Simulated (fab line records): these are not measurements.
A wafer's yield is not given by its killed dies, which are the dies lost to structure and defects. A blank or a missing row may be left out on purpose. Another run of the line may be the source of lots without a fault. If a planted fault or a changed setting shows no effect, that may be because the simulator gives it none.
Matching of chambers :: flow nand harc :: 4 sister chambers for NHARC_A_CHANNEL_FILL_D2_ALD_14 on ald hk-04
The step deposits SiO2, target thk 2.5 nm, pulse time 10 s, ald cycles 25. 8 wafers are shown with their chamber, then 11 later ones without.

WAFERS, EACH WITH ITS CHAMBER
wafer: L082.3
chamber: 0
heater power w (W): 471
precursor pulse height rel: 1.002

wafer: L082.6
chamber: 0
heater power w (W): 465
precursor pulse height rel: 0.996

wafer: L082.5
chamber: 1
heater power w (W): 441
precursor pulse height rel: 1.020

wafer: L085.1
chamber: 1
heater power w (W): 448
precursor pulse height rel: 0.969

wafer: L090.1
chamber: 3
heater power w (W): 600
precursor pulse height rel: 1.033

wafer: L090.5
chamber: 3
heater power w (W): 570
precursor pulse height rel: 1.004

wafer: L090.6
chamber: 2
heater power w (W): 464
precursor pulse height rel: 0.988

wafer: L093.3
chamber: 2
heater power w (W): 468
precursor pulse height rel: 1.031

WAFERS WHOSE CHAMBER IS MISSING
wafer: L093.4
heater power w (W): 481
precursor pulse height rel: 0.982

wafer: L093.6
heater power w (W): 466
precursor pulse height rel: 1.013

wafer: L093.1
heater power w (W): 452
precursor pulse height rel: 1.053

wafer: L093.2
heater power w (W): 575
precursor pulse height rel: 0.976

wafer: L093.5
heater power w (W): 447
precursor pulse height rel: 1.019

wafer: L092.4
heater power w (W): 491
precursor pulse height rel: 1.022

wafer: L092.5
heater power w (W): 434
precursor pulse height rel: 1.001

wafer: L092.6
heater power w (W): 473
precursor pulse height rel: 0.980

wafer: L096.2
heater power w (W): 452
precursor pulse height rel: 0.964

wafer: L096.4
heater power w (W): 481
precursor pulse height rel: 1.030

wafer: L096.5
heater power w (W): 453
precursor pulse height rel: 1.027

WHICH CHAMBER EACH WENT THROUGH
wafer: L093.4
from the rows above: can't be placed: 0 or 2 or 1
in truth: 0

wafer: L093.6
from the rows above: can't be placed: 2 or 0 or 1
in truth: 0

wafer: L093.1
from the rows above: can't be placed: 2 or 1 or 0
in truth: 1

wafer: L093.2
from the rows above: 3
in truth: 3

wafer: L093.5
from the rows above: can't be placed: 1 or 2 or 0
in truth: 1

wafer: L092.4
from the rows above: can't be placed: 0 or 2
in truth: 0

wafer: L092.5
from the rows above: can't be placed: 1 or 2
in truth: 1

wafer: L092.6
from the rows above: can't be placed: 0 or 2 or 1
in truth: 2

wafer: L096.2
from the rows above: can't be placed: 1 or 0 or 2
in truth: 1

wafer: L096.4
from the rows above: can't be placed: 2 or 0 or 1
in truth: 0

wafer: L096.5
from the rows above: can't be placed: 2 or 1 or 0
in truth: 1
Correct placement for 1 of the 11. Can't be placed from these rows: 10 (the true chamber is among the candidates in 10). Wrongly placed: 0.
How it was worked out, from the rows above alone: a wafer's distance from a chamber is the root of the sum, over the readings, of the square of ((its reading less the chamber's mean) divided by the reading's scatter). The wafer belongs to the nearest chamber; if the next one is less than 2 further off, it can't be placed. A chamber's mean is the mean of its shown wafers. How the scatter is found: for the shown wafers, subtract from each reading the mean of its chamber, square and add these, divide the total by (wafers less chambers), then take the root.
